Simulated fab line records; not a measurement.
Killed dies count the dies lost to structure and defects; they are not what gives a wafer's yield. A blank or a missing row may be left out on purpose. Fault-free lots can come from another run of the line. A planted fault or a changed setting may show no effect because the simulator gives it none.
Split-lot experiment | flow n5Finfet | 7 lots, 21 wafers read, on a route of 1938 steps

ABOUT THE SPLIT
At N5_BEOL_M2_EXPOSE_08 (exposes mask M2), the setting doseMj was moved away from the recipe's 41.25 on 12 of the 21 wafers read, by -6.9% to +6.8%. All remaining wafers had this setting at the recipe value.

FROM THE SPLIT TO THE READING: what the file shows between them, 16 steps
- N5_BEOL_M2_PEB_09: peb time 60 s
- N5_BEOL_M2_DEVELOP_10: develop time 30 s
- N5_BEOL_M2_CD_MEAS_11: target cd 16.79 nm
- N5_BEOL_M2_DESCUM_16: chemistry O2, time 7 s
- N5_BEOL_M2_ETCH_74: etches underlayer in N2/H2, target depth 6.5 nm, time 5.2 s
- N5_BEOL_M2_ETCH_63: etches SiARC in CF4, target depth 15.6 nm, time 26 s
- N5_BEOL_M2_ETCH_64: etches SOC in N2/H2, target depth 75 nm, overetch 22.5 nm, time 121.9 s
- N5_BEOL_M2_STRIP_65: strips in N2/H2
- N5_BEOL_M2_STRIP_75: strips in N2/H2
- N5_BEOL_M2_HM_OPEN_17: chemistry Cl2/BCl3, target TiN, target depth 20 nm, overetch 6 nm
- N5_BEOL_M2_STRIP_19: strips in O2
- N5_BEOL_M2_CD_MEAS_18: pitch 36 nm, target cd 18 nm
- N5_BEOL_M2_COAT_67: time 60 s, resist thk 60 nm
- N5_BEOL_M2_COAT_68: time 60 s, resist thk 12 nm
- N5_BEOL_M2_PRECLEAN_42: cleans in residue remover, time 60 s
- N5_BEOL_M2_SRD_43: time 30 s

THE READING
cdNm, in nm, at N5_BEOL_M2_CD_MEAS_35 (target cd 18 nm, target cd y 22.2 nm). A value of 18.0 nm with a standard deviation of 0.37 nm is what fault-free wafers of this fab line usually give.

wafer  | tool, chamber at the split | doseMj as run | against the recipe | cdNm, nm | against lot-mates on the recipe
L078.1 | euvScanner-01, 0           | 39.76         | -3.6%              | 17.0     | -0.6
L078.5 | euvScanner-01, 0           | 41.25         | recipe             | 17.6     | -
L078.6 | euvScanner-01, 0           | 39.76         | -3.6%              | 17.1     | -0.5
L079.1 | euvScanner-01, 0           | 39.79         | -3.5%              | 17.5     | -0.3
L079.3 | euvScanner-01, 0           | 39.79         | -3.5%              | 16.7     | -1.1
L079.5 | euvScanner-01, 0           | 41.25         | recipe             | 17.8     | -
L085.1 | euvScanner-01, 0           | 42.95         | +4.1%              | 19.1     | +1.4
L085.5 | euvScanner-01, 0           | 41.25         | recipe             | 17.7     | -
L085.6 | euvScanner-01, 0           | 42.95         | +4.1%              | 18.6     | +0.9
L087.1 | euvScanner-01, 0           | 38.41         | -6.9%              | 17.1     | -1.5
L087.5 | euvScanner-01, 0           | 38.41         | -6.9%              | 16.7     | -1.9
L087.6 | euvScanner-01, 0           | 41.25         | recipe             | 18.6     | -
L090.2 | euvScanner-02, 0           | 40.38         | -2.1%              | 18.0     | -0.3
L090.4 | euvScanner-02, 0           | 40.38         | -2.1%              | 17.5     | -0.8
L090.5 | euvScanner-02, 0           | 41.25         | recipe             | 18.3     | -
L092.2 | euvScanner-02, 0           | 41.25         | recipe             | 18.1     | -
L092.5 | euvScanner-02, 0           | 41.25         | recipe             | 18.3     | -
L092.6 | euvScanner-02, 0           | 41.25         | recipe             | 17.9     | -
L096.1 | euvScanner-02, 0           | 44.06         | +6.8%              | 19.7     | +1.2
L096.3 | euvScanner-02, 0           | 41.25         | recipe             | 18.5     | -
L096.4 | euvScanner-02, 0           | 44.06         | +6.8%              | 19.9     | +1.4

FIT RESULTS
A straight line over all 21 wafers: cdNm changes by +0.22 nm for each +1% of doseMj; r = +0.92; the points scatter about the line by 0.35 nm.
The same after taking each lot's own level away (the mean of its wafers on the recipe; 21 wafers): +0.22 nm for each +1%; r = +0.96; scatter 0.25 nm.
According to that fit, moving doseMj by its largest amount changes the reading by 1.5 nm.
The span of the lots' own levels, 17.60 to 18.60 nm, comes to 2.7 times the standard deviation stated above.
Hence the lot-to-lot level has little effect on the slope; both slopes agree.
Check: with one of the wafers moved furthest among these (-6.9%) left out of the fit, the line predicts -1.51 nm for it against its lot-mates. It came out at -1.5 nm against them.

THE OTHER SPLITS THESE WAFERS WENT THROUGH
Note: prior to the reading, these wafers also went through further splits. Each is held against what the fit with the lots' levels taken away leaves over:
other split on the same wafers | wafers away from the commonest value | r with cdNm (lot level and that fit taken away)
N5_BEOL_M1_COAT_05 spinRpm     | 8                                    | +0.10

THE WHOLE CHAIN: every reading that the file lists as answering this split, in the file's order
step                  | what it does                                                            | reading                                                             | change (the file's fit)               | r (the file's)
N5_BEOL_M2_CD_MEAS_11 | target cd 16.79 nm                                                      | cdNm                                                                | +0.199 nm for each +1% of the setting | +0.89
N5_BEOL_M2_ETCH_74    | etches underlayer in N2/H2, target depth 6.5 nm, time 5.2 s             | BEOL_M2.cdOffsetNm (the simulator's own value, which no gauge read) | +0.222 nm for each +1% of the setting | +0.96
N5_BEOL_M2_ETCH_63    | etches SiARC in CF4, target depth 15.6 nm, time 26 s                    | BEOL_M2.cdOffsetNm (the simulator's own value, which no gauge read) | +0.226 nm for each +1% of the setting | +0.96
N5_BEOL_M2_ETCH_64    | etches SOC in N2/H2, target depth 75 nm, overetch 22.5 nm, time 121.9 s | BEOL_M2.cdOffsetNm (the simulator's own value, which no gauge read) | +0.243 nm for each +1% of the setting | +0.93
N5_BEOL_M2_CD_MEAS_18 | pitch 36 nm, target cd 18 nm                                            | cdNm                                                                | +0.244 nm for each +1% of the setting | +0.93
N5_BEOL_M2_CD_MEAS_35 | target cd 18 nm, target cd y 22.2 nm                                    | cdNm                                                                | +0.217 nm for each +1% of the setting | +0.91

FILE'S OWN FIT
cdNm changes by +0.217 nm for each +1% of doseMj, r = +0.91.
